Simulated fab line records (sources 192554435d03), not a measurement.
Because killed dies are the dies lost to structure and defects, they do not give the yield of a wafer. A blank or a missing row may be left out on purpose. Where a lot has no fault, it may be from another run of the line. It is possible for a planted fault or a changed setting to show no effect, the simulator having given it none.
Split-lot study :: flow n5Finfet :: 21 wafers read from 7 lots, route of 1938 steps

== THE SPLIT ==
At N5_HKMG_FIN_ETCH_55 (etches SOC in N2/H2, target depth 240 nm, time 300 s), the setting timeS was moved away from the recipe's 300 s on 7 of the 21 wafers read, by -19.6% to +16.3%. All remaining wafers had this setting at the recipe value.

The split's own step is where the reading is taken.

== THE READING ==
SiARC_of_HKMG_FIN_COAT_42.thkNm (the simulator's own value, which no gauge read), in nm, at N5_HKMG_FIN_ETCH_55 (etches SOC in N2/H2, target depth 240 nm, time 300 s). The file gives no usual value for it. The 14 wafers here that ran the recipe average 21.3 nm, standard deviation 0.54 nm.

wafer: L076.1
tool, chamber at the split: rieDiel-02, 2
timeS as run, s: 300
against the recipe: recipe
SiARC_of_HKMG_FIN_COAT_42.thkNm, nm: 21.4
against lot-mates on the recipe: -

wafer: L076.2
tool, chamber at the split: rieDiel-02, 3
timeS as run, s: 280.6
against the recipe: -6.5%
SiARC_of_HKMG_FIN_COAT_42.thkNm, nm: 21.8
against lot-mates on the recipe: +0.4

wafer: L076.4
tool, chamber at the split: rieDiel-02, 0
timeS as run, s: 280.6
against the recipe: -6.5%
SiARC_of_HKMG_FIN_COAT_42.thkNm, nm: 21.8
against lot-mates on the recipe: +0.4

wafer: L078.2
tool, chamber at the split: rieDiel-05, 1
timeS as run, s: 300
against the recipe: recipe
SiARC_of_HKMG_FIN_COAT_42.thkNm, nm: 20.8
against lot-mates on the recipe: -

wafer: L078.3
tool, chamber at the split: rieDiel-05, 3
timeS as run, s: 300
against the recipe: recipe
SiARC_of_HKMG_FIN_COAT_42.thkNm, nm: 22.2
against lot-mates on the recipe: -

wafer: L078.5
tool, chamber at the split: rieDiel-05, 2
timeS as run, s: 300
against the recipe: recipe
SiARC_of_HKMG_FIN_COAT_42.thkNm, nm: 20.8
against lot-mates on the recipe: -

wafer: L085.4
tool, chamber at the split: rieDiel-05, 0
timeS as run, s: 300
against the recipe: recipe
SiARC_of_HKMG_FIN_COAT_42.thkNm, nm: 21.6
against lot-mates on the recipe: -

wafer: L085.5
tool, chamber at the split: rieDiel-05, 3
timeS as run, s: 300
against the recipe: recipe
SiARC_of_HKMG_FIN_COAT_42.thkNm, nm: 22.2
against lot-mates on the recipe: -

wafer: L085.6
tool, chamber at the split: rieDiel-05, 0
timeS as run, s: 300
against the recipe: recipe
SiARC_of_HKMG_FIN_COAT_42.thkNm, nm: 22
against lot-mates on the recipe: -

wafer: L086.1
tool, chamber at the split: rieDiel-02, 0
timeS as run, s: 300
against the recipe: recipe
SiARC_of_HKMG_FIN_COAT_42.thkNm, nm: 20.6
against lot-mates on the recipe: -

wafer: L086.3
tool, chamber at the split: rieDiel-02, 3
timeS as run, s: 241.2
against the recipe: -19.6%
SiARC_of_HKMG_FIN_COAT_42.thkNm, nm: 23.6
against lot-mates on the recipe: +3.0

wafer: L086.6
tool, chamber at the split: rieDiel-02, 1
timeS as run, s: 241.2
against the recipe: -19.6%
SiARC_of_HKMG_FIN_COAT_42.thkNm, nm: 23.8
against lot-mates on the recipe: +3.2

wafer: L092.1
tool, chamber at the split: rieDiel-06, 0
timeS as run, s: 300
against the recipe: recipe
SiARC_of_HKMG_FIN_COAT_42.thkNm, nm: 20.8
against lot-mates on the recipe: -

wafer: L092.2
tool, chamber at the split: rieDiel-06, 1
timeS as run, s: 300
against the recipe: recipe
SiARC_of_HKMG_FIN_COAT_42.thkNm, nm: 20.8
against lot-mates on the recipe: -

wafer: L092.5
tool, chamber at the split: rieDiel-06, 2
timeS as run, s: 300
against the recipe: recipe
SiARC_of_HKMG_FIN_COAT_42.thkNm, nm: 21.2
against lot-mates on the recipe: -

wafer: L093.2
tool, chamber at the split: rieDiel-05, 2
timeS as run, s: 300
against the recipe: recipe
SiARC_of_HKMG_FIN_COAT_42.thkNm, nm: 20.8
against lot-mates on the recipe: -

wafer: L093.4
tool, chamber at the split: rieDiel-05, 3
timeS as run, s: 276.5
against the recipe: -7.8%
SiARC_of_HKMG_FIN_COAT_42.thkNm, nm: 23.2
against lot-mates on the recipe: +2.4

wafer: L093.6
tool, chamber at the split: rieDiel-05, 0
timeS as run, s: 276.5
against the recipe: -7.8%
SiARC_of_HKMG_FIN_COAT_42.thkNm, nm: 22.6
against lot-mates on the recipe: +1.8

wafer: L096.2
tool, chamber at the split: rieDiel-02, 0
timeS as run, s: 348.8
against the recipe: +16.3%
SiARC_of_HKMG_FIN_COAT_42.thkNm, nm: 18.2
against lot-mates on the recipe: -3.3

wafer: L096.3
tool, chamber at the split: rieDiel-02, 1
timeS as run, s: 300
against the recipe: recipe
SiARC_of_HKMG_FIN_COAT_42.thkNm, nm: 21.4
against lot-mates on the recipe: -

wafer: L096.4
tool, chamber at the split: rieDiel-02, 2
timeS as run, s: 300
against the recipe: recipe
SiARC_of_HKMG_FIN_COAT_42.thkNm, nm: 21.6
against lot-mates on the recipe: -

FIT RESULTS
A straight line over all 21 wafers: SiARC_of_HKMG_FIN_COAT_42.thkNm changes by -0.145 nm for each +1% of timeS; r = -0.89; the points scatter about the line by 0.56 nm.
The same after taking each lot's own level away (the mean of its wafers on the recipe; 21 wafers): -0.174 nm for each +1%; r = -0.94; scatter 0.48 nm.
According to that fit, moving timeS by its largest amount changes the reading by 3.4 nm.
The span of the lots' own levels, 20.60 to 21.93 nm, comes to 2.5 times the standard deviation stated above.
Thus the slope moves with the lot-to-lot level: the two fits are different.
Check: +3.53 nm against its lot-mates is what the line predicts for one of the wafers moved furthest among these (-19.6%) when that wafer is left out of the fit. Against them it came out at +3 nm.

== THESE WAFERS: OTHER SPLITS ==
Before the reading, these wafers also passed through other splits. Each is held against what the fit with the lots' levels taken away leaves over:
other split on the same wafers: N5_SDB_EXPOSE_08 doseMj
wafers away from the commonest value: 4
r with SiARC_of_HKMG_FIN_COAT_42.thkNm (lot level and that fit taken away): +0.13

== THE WHOLE CHAIN: every reading that the file lists as answering this split, in the file's order ==
step: N5_HKMG_FIN_ETCH_55
what it does: etches SOC in N2/H2, target depth 240 nm, time 300 s
reading: HKMG_FIN.featureDepthNm (the simulator's own value, which no gauge read)
change (the file's fit): +2.93 nm for each +1% of the setting
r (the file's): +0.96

step: N5_HKMG_FIN_ETCH_55
what it does: etches SOC in N2/H2, target depth 240 nm, time 300 s
reading: etch.depthNm (the simulator's own value, which no gauge read)
change (the file's fit): +2.94 nm for each +1% of the setting
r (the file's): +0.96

step: N5_HKMG_FIN_ETCH_55
what it does: etches SOC in N2/H2, target depth 240 nm, time 300 s
reading: SiARC_of_HKMG_FIN_COAT_42.thkNm (the simulator's own value, which no gauge read)
change (the file's fit): -0.178 nm for each +1% of the setting
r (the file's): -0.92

== THE FILE'S OWN FIT ==
SiARC_of_HKMG_FIN_COAT_42.thkNm changes by -0.178 nm for each +1% of timeS, r = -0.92.
